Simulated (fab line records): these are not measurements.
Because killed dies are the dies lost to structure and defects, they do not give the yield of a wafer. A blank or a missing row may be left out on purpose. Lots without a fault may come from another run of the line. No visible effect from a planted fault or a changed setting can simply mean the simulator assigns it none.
Matching of chambers / flow nandHarc / NHARC_A_SLIT_ETCH_29 on rieDiel-02: 4 sister chambers
The step etches the open film in CF4/O2, target depth 100 nm, overetch 10 nm, time 55 s. 7 wafers are shown with their chamber, then 6 later ones without.

== WAFERS WITH THEIR CHAMBER ==
wafer=L559.2; chamber=1; showerheadPlenumPTorr (Torr)=1.36; oesProductAu (a.u.)=0.996
wafer=L562.3; chamber=1; showerheadPlenumPTorr (Torr)=1.36; oesProductAu (a.u.)=1.008
wafer=L571.1; chamber=3; showerheadPlenumPTorr (Torr)=1.36; oesProductAu (a.u.)=0.989
wafer=L571.5; chamber=2; showerheadPlenumPTorr (Torr)=1.32; oesProductAu (a.u.)=1.002
wafer=L574.1; chamber=0; showerheadPlenumPTorr (Torr)=1.36; oesProductAu (a.u.)=0.998
wafer=L574.5; chamber=0; showerheadPlenumPTorr (Torr)=1.35; oesProductAu (a.u.)=0.996
wafer=L574.6; chamber=3; showerheadPlenumPTorr (Torr)=1.36; oesProductAu (a.u.)=0.986

== WAFERS WITHOUT THEIR CHAMBER ==
wafer=L581.2; showerheadPlenumPTorr (Torr)=1.32; oesProductAu (a.u.)=0.993
wafer=L581.4; showerheadPlenumPTorr (Torr)=1.35; oesProductAu (a.u.)=1.010
wafer=L581.6; showerheadPlenumPTorr (Torr)=1.36; oesProductAu (a.u.)=0.995
wafer=L580.1; showerheadPlenumPTorr (Torr)=1.36; oesProductAu (a.u.)=0.999
wafer=L580.2; showerheadPlenumPTorr (Torr)=1.35; oesProductAu (a.u.)=1.025
wafer=L580.4; showerheadPlenumPTorr (Torr)=1.32; oesProductAu (a.u.)=0.992

== WHICH CHAMBER EACH ONE RAN IN ==
wafer=L581.2; from the rows above=2; in truth=2
wafer=L581.4; from the rows above=can't be placed: 0 or 1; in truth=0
wafer=L581.6; from the rows above=can't be placed: 0 or 1 or 3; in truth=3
wafer=L580.1; from the rows above=can't be placed: 1 or 0 or 3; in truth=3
wafer=L580.2; from the rows above=can't be placed: 1 or 0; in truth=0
wafer=L580.4; from the rows above=2; in truth=2
2 of 6 placed correctly. Can't be placed from these rows: 4 (the true chamber is among the candidates in 4). Number placed wrongly: 0.
How it was worked out, from the rows above alone: a wafer's distance from a chamber is the root of the sum, over the readings, of the square of ((its reading less the chamber's mean) divided by the reading's scatter). If the next closest chamber is less than 2 further off than the closest, the wafer can't be placed; otherwise it belongs to the closest. Each chamber's mean is taken over the wafers shown for it. The scatter is the square root of a quotient: the sum, over the shown wafers, of each reading's squared deviation from its chamber's mean, divided by wafers minus chambers.
